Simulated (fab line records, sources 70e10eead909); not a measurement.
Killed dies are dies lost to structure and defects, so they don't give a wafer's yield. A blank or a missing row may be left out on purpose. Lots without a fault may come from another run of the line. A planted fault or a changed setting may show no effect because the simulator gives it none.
Which tool did it? | flow nand_harc | 15 lots, 45 wafers sampled, at 4 steps of a route of 1302

WHAT THE GAUGES READ, wafer by wafer
NHARC_A_BONDPAD_THK_MEAS_20: measures by xrf.
lot  | measured     | on            | thk_nm (nm)
L533 | day 23 13:54 | film_metro-01 | 169.4 170.9 169.5
L534 | day 23 15:02 | film_metro-01 | 168.8 167.4 166.9
L535 | day 23 23:28 | film_metro-02 | 170.7 169.6 170.6
L536 | day 24 17:46 | film_metro-01 | 173.0 171.4 171.0
L537 | day 24 17:09 | film_metro-01 | 167.6 170.9 168.5
L538 | day 25 10:47 | film_metro-02 | 171.6 169.4 169.7
L541 | day 26 15:36 | film_metro-02 | 169.7 168.1 168.9
L542 | day 26 13:20 | film_metro-02 | 168.7 170.8 171.3
L543 | day 27 15:02 | film_metro-01 | 169.5 168.1 169.5
L551 | day 31 09:37 | film_metro-01 | 173.3 166.0 169.9
L552 | day 31 10:24 | film_metro-01 | 169.6 169.9 171.6
L553 | day 32 08:26 | film_metro-02 | 169.8 168.7 171.5
L554 | day 31 22:22 | film_metro-01 | 169.7 168.7 169.0
L555 | day 31 23:55 | film_metro-02 | 171.7 169.7 171.4
L556 | day 32 11:23 | film_metro-02 | 170.8 170.2 170.4

NHARC_END_SORT_01.
lot  | measured     | on        | killed_at_array | killed_at_other | killed_at_periphery | killed_dies | killed_open | killed_short
L541 | day 27 16:38 | prober-01 | 111 103 104     | 0 1 0           | 2 21 16             | 113 125 120 | 2 3 5       | 1 1 3
L542 | day 27 16:37 | prober-02 | 27 32 32        | 1 3 5           | 6 24 8              | 34 59 45    | 3 5 4       | 2 4 3
L543 | day 28 20:26 | prober-02 | 21 24 17        | 1 4 2           | 2 20 1              | 24 48 20    | 0 1 2       | 0 5 2

WHICH TOOL RAN EACH LOT (tool, then ch and the chambers of the sampled wafers, then the start)
lot  | NHARC_P_STI_HDPCVD_20          | NHARC_THIN_TSV_STRIP_45
L533 | hdpcvd-01 ch 0,1, day 3 13:04  | plasma_asher-02 ch 0,1, day 24 06:01
L534 | hdpcvd-01 ch 0,1, day 3 19:32  | plasma_asher-01 ch 0,1, day 24 04:41
L535 | hdpcvd-01 ch 0,1, day 4 05:13  | plasma_asher-02 ch 0,1, day 24 13:17
L536 | hdpcvd-01 ch 0,1, day 4 11:38  | plasma_asher-01 ch 0,1, day 25 08:06
L537 | hdpcvd-01 ch 0,1, day 4 21:42  | plasma_asher-01 ch 0,1, day 25 07:01
L538 | hdpcvd-01 ch 0,1, day 5 09:27  | plasma_asher-02 ch 0,1, day 26 02:02
L541 | hdpcvd-01 ch 0,1, day 6 17:38  | plasma_asher-02 ch 0,1, day 27 04:03
L542 | hdpcvd-01 ch 0,1, day 7 03:55  | plasma_asher-01 ch 0,1, day 27 02:43
L543 | hdpcvd-01 ch 0,1, day 7 11:32  | plasma_asher-01 ch 0,1, day 28 05:49
L551 | hdpcvd-01 ch 0,1, day 11 01:36 | plasma_asher-01 ch 0,1, day 32 04:47
L552 | hdpcvd-01 ch 0,1, day 11 08:53 | plasma_asher-02 ch 0,1, day 32 03:45
L553 | hdpcvd-01 ch 0, day 11 22:14   | plasma_asher-02 ch 0,1, day 32 21:53
L554 | hdpcvd-01 ch 0,1, day 11 22:38 | plasma_asher-02 ch 0,1, day 32 12:34
L555 | hdpcvd-01 ch 0,1, day 12 07:52 | plasma_asher-02 ch 0,1, day 32 13:46
L556 | hdpcvd-01 ch 0,1, day 12 19:12 | plasma_asher-02 ch 0,1, day 32 22:59
- NHARC_P_STI_HDPCVD_20: deposits SiO2.
- NHARC_THIN_TSV_STRIP_45: strips in O2.

WHAT THE TOOLS THEMSELVES READ (means of the sampled wafers that have a number; where no wafer has one, the mark that the record gives instead)
NHARC_THIN_TSV_STRIP_45.
lot  | tool            | drypump_motor_current_A (A) | heater_power_w (W)
L533 | plasma_asher-02 | 5.95                        | 338
L534 | plasma_asher-01 | 6.21                        | 313
L535 | plasma_asher-02 | 5.92                        | 319
L536 | plasma_asher-01 | 6.21                        | 313
L537 | plasma_asher-01 | 6.21                        | 309
L538 | plasma_asher-02 | 5.94                        | 334
L541 | plasma_asher-02 | 5.96                        | 337
L542 | plasma_asher-01 | 6.22                        | 308
L543 | plasma_asher-01 | 6.24                        | 306
L551 | plasma_asher-01 | 6.21                        | 306
L552 | plasma_asher-02 | 5.92                        | 325
L553 | plasma_asher-02 | 5.94                        | 345
L554 | plasma_asher-02 | 5.95                        | 335
L555 | plasma_asher-02 | 5.92                        | 324
L556 | plasma_asher-02 | 5.95                        | 339

THE ANSWER, worked out from the rows above alone
Rule: what is usual is taken from the lots themselves. Put in order of their means at a reading, lots are off if they are a third of the lots or fewer, leave a main group of 4 or more, and stand apart from it by a gap of 3 or more times the standard deviation of the main group's means; of several such gaps the widest counts. A main group whose means are all the same, to the digits that the tables above print for the reading, isn't used. A lot without any number at a reading at which 4 lots or more have one is off too. The other lots that the step has rows for count as sound. The gauges are gone through in route order, then the tools' own readings, and for those a lot's mean is taken as printed above. The first step at which some lot is off is used, and at that step the reading that is off furthest; a lot without a number counts as furthest.
No lot is off at any reading shown: from this, nothing can be told.

WHAT THE SIMULATOR HAD PUT IN
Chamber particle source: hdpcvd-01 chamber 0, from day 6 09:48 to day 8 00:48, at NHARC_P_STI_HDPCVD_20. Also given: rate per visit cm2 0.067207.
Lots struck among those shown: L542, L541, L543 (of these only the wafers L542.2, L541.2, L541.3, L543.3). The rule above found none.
